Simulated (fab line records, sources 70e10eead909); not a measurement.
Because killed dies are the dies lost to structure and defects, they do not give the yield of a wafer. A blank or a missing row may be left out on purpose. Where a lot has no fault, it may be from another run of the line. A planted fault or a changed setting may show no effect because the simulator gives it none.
Struck lot and sound lot, side by side -- flow nand-harc -- 14 out of 1302 route steps
Sound: the wafers L256.1, L256.4, L256.6. Struck: wafer L260.4. (L260.5, L260.6 of the same lot were not struck and are left out.) The cause comes at the end.
Per side, at each step with rows, come the tool, then ch with its chambers, and then its first start. Under that, the readings that differ: sound wafers -- struck wafers -- difference of the means -- sigmas: that difference in standard deviations of wafers without a fault.
alike: words and numbers the same on both sides, and readings whose means are apart by under 2 such deviations; not compared: readings that were withheld, readings missing a value for some wafer, numbers with overlapping values and no deviation given by the record, and bounds like >300 which may hide the same value.
Wherever a step has rows on one side only, a row that says differs or no value, or a row with sigmas, the two part there. Non-overlapping numbers with no deviation appear without sigmas and do not part them. A reading missing from all wafers of one side parts the sides only when that side holds two or more wafers.

NHARC_A_STAIRCASE_DESCUM_291: chemistry O2, time 3 s.
  sound on rie-diel-10 ch 2,3, day 17 02:12; struck on rie-diel-10 ch 0, day 19 19:19
  alike: drypump-motor-current-A, oes-product-au, rf-vpp-V, showerhead-plenum-p-Torr, throttle-valve-pct
  not compared: rf-hours-counter-h
then, 1 step without rows for these wafers: NHARC_A_STAIRCASE_ETCH_292 (etches the open film in CF4/CHF3).
NHARC_A_STAIRCASE_HM_OPEN_460: chemistry O2/COS.
  sound on rie-diel-10 ch 0,2; struck on rie-diel-10 ch 1
reading,sound,struck,difference,sigmas
drypump-motor-current-A (A),5.5 5.1 5.5,6.5,+1.1,+2
throttle-valve-pct (%),28.331 28.318 28.347,28.351,+0.019,+2
  alike: oes-product-au, rf-vpp-V, showerhead-plenum-p-Torr
  not compared: rf-hours-counter-h
then, 1 step without rows for these wafers: NHARC_A_STAIRCASE_STRIP_461 (strips in O2/COS).
NHARC_A_STAIRCASE_ETCH_452: etches the open film in CF4/O2, target depth 30 nm, overetch 3 nm, time 16.5 s.
  sound on rie-diel-10 ch 0,3; struck on rie-diel-10 ch 1
  alike: drypump-motor-current-A, oes-product-au, rf-vpp-V, showerhead-plenum-p-Torr, throttle-valve-pct
  not compared: rf-hours-counter-h
NHARC_A_STAIRCASE_ETCH_294: etches the open film in C4F8/O2/Ar, target depth 4989 nm, time 1211.6 s.
  sound on rie-diel-10 ch 0,2,3; struck on rie-diel-10 ch 0
reading,sound,struck,difference,sigmas
oes-product-au (a.u.),0.947 0.958 0.943,0.924,-0.025,-2
  alike: rf-vpp-V
  not compared: rf-hours-counter-h
then, 4 steps without rows for these wafers: NHARC_A_STAIRCASE_STRIP_295 (strips in O2); NHARC_A_STAIRCASE_STRIP_296 (strips in SPM, time 900 s); NHARC_A_STAIRCASE_PRECLEAN_297 (cleans in SC1); NHARC_A_STAIRCASE_SRD_298.
NHARC_A_STAIRCASE_HM_DEP_462: deposits aC, target thk 800 nm.
  sound on acl-dep-02 ch 0, day 17 04:55; struck on acl-dep-02 ch 0, day 20 03:55
  alike: throttle-valve-pct
NHARC_A_STAIRCASE_DEP_301: deposits SiON, target thk 30 nm.
  sound on pecvd-04 ch 0,1,2, day 17 06:46; struck on pecvd-02 ch 0, day 20 04:56
reading,sound,struck,difference,sigmas
rf-fwd-power-W (W),345.9 349.8 349.3,210.3,-138.0,-99 or more
showerhead-vpp-V (V),1197 1257 1202,871,-348,-6
  alike: heater-power-w
then, 1 step without rows for these wafers: NHARC_A_STAIRCASE_DEHYDRATE_302 (time 120 s).
-- record jumps: 8 days between struck wafers' starts before vs after; left off in module A_STAIRCASE, resumes in module END, first step shown is number 1302 of the route --
NHARC_END_SORT_01:
  sound on prober-01 ch 0, day 24 11:29; struck on prober-02 ch 0, day 27 18:53
reading,sound,struck,difference,sigmas
killed-at-other,0 0 0,4,+4,+3
killed-open,1 3 2,6,+4,+2
  alike: killed-at-array, killed-at-periphery, killed-dies, killed-short

WHERE THEY PART
First at NHARC_A_STAIRCASE_HM_OPEN_460; last, within this record, at NHARC_END_SORT_01.

WHY: the cause the simulator had injected
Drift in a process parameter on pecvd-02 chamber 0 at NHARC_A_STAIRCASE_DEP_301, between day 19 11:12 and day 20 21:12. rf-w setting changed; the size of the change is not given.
